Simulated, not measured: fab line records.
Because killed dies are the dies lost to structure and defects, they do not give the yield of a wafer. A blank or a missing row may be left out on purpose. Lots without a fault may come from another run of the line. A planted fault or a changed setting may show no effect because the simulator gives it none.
Problem report, 8D (eight disciplines) form, completed by code	flow nand harc	the parts of the form that need people (team, actions taken, sign-off) are left out

## 1. WHAT IS WRONG
raw defect count at NHARC_A_CHANNEL_HOLE_D1_INSPECT_40 reads a mean of 883 on 6 wafers of 2 lots; wafers without a fault read 79 with a standard deviation of 24. That puts it +33 standard deviations away from the usual mean.
Seen first at day 14 16:12 on defect inspect-02, wafer L514.1. The record holds 30 wafers of 10 lots with a number at this step. The rule behind "out" and "out of limits": a value lying over 4 standard deviations away from the usual mean. The other wafers with a number count as sound.

## 2. WHAT IT IS, AND WHAT IT ISN'T
question	is	is not
which readings at this step	raw defect count	-
which lots	L514, L515	L502, L503, L504, L508, L509, L510, L511, L524
which wafers of those lots	all that have a number	-
read on which gauges	defect inspect-02	defect inspect-01
when	from day 14 16:12	up to then (21 sound wafers); but 3 sound wafers of L524 came after

## 3. SUSPECTS, AND WHAT RULES EACH OUT
Counting: a tool at a process step up to the reading stays a suspect if it ran every lot that is out and no sound lot after the first of them.
- the gauge at NHARC_A_CHANNEL_HOLE_D1_INSPECT_40: kept. All the wafers that are out were read on defect inspect-02, and no step on other tools shows them out.
- rie diel-08 at NHARC_A_CHANNEL_HOLE_D1_ETCH_38 (etches the open film in CF4, target depth 39 nm, time 65 s): kept. Every lot that is out went through it, starting with L514 (day 14 09:14), and after that it ran no sound lot; the last sound lot it ran before then is L511 (day 12 11:37).
- har etch-02 at NHARC_A_CHANNEL_HOLE_D1_ETCH_24 (etches the open film in C4F8/O2/Ar, time 906.2 s, target depth 1500 nm): ruled out as a lasting fault. Following L514 (day 14 12:46), the first lot on it that is out, the sound lots L524 were run on it.
- har etch-02 at NHARC_A_CHANNEL_HOLE_D1_ETCH_26 (etches the open film in C4F8/O2/Ar, time 224.1 s, target depth 300 nm): ruled out as a lasting fault. Following L514 (day 14 14:19), the first lot on it that is out, the sound lots L524 were run on it.
- rie diel-03 at NHARC_A_CHANNEL_HOLE_D1_ETCH_44 (etches the open film in CF4/O2, target depth 140 nm, overetch 14 nm, time 77 s): kept. Every lot that is out went through it, starting with L514 (day 14 15:13), and after that it ran no sound lot; the last sound lot it ran before then is L508 (day 11 19:14).
The count leaves rie diel-08 at NHARC_A_CHANNEL_HOLE_D1_ETCH_38, rie diel-03 at NHARC_A_CHANNEL_HOLE_D1_ETCH_44, and defect inspect-02 at NHARC_A_CHANNEL_HOLE_D1_INSPECT_40.

## 4. THE CAUSE (what the simulator had put in)
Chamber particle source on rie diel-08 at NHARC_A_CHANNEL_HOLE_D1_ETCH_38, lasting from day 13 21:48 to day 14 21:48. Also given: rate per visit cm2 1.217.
Of the 3 suspects that counting leaves, this tool is one.

## 5. THE CHAIN OF EFFECTS, in route order
Each row: a reading whose mean over the struck wafers that have a number lies more than 3 standard deviations from the usual. Only readings for which the record gives a usual standard deviation are gone through. hours: the time from each lot's start at the first step in this table that gives one to its start at this step, as a median over the lots. sigmas: the change in usual standard deviations.
hours	step	reading	usual	on struck wafers	change	sigmas
0	NHARC_A_CHANNEL_HOLE_D1_INSPECT_40	raw defect count	79	883	+804	+33
Later measuring or inspecting steps at which every struck wafer that the step has a row for has a number for every such reading, and none has moved that far: NHARC_END_SORT_01.

## 6. WHAT WOULD HAVE CAUGHT IT SOONER
The first out-of-limits reading at a measuring or inspecting step in this record came at day 14 16:12, 18 hours after the fault's start at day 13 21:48.
An alarm limit of 4 standard deviations would not have fired on the tool readings at NHARC_A_CHANNEL_HOLE_D1_ETCH_38 for which the record gives a usual standard deviation, since none of them was out on any struck wafer.
Of the lots that are out (2), L515 began NHARC_A_CHANNEL_HOLE_D1_ETCH_38 on rie diel-08 after day 14 16:12. A hold on the tool at that time would have spared it.
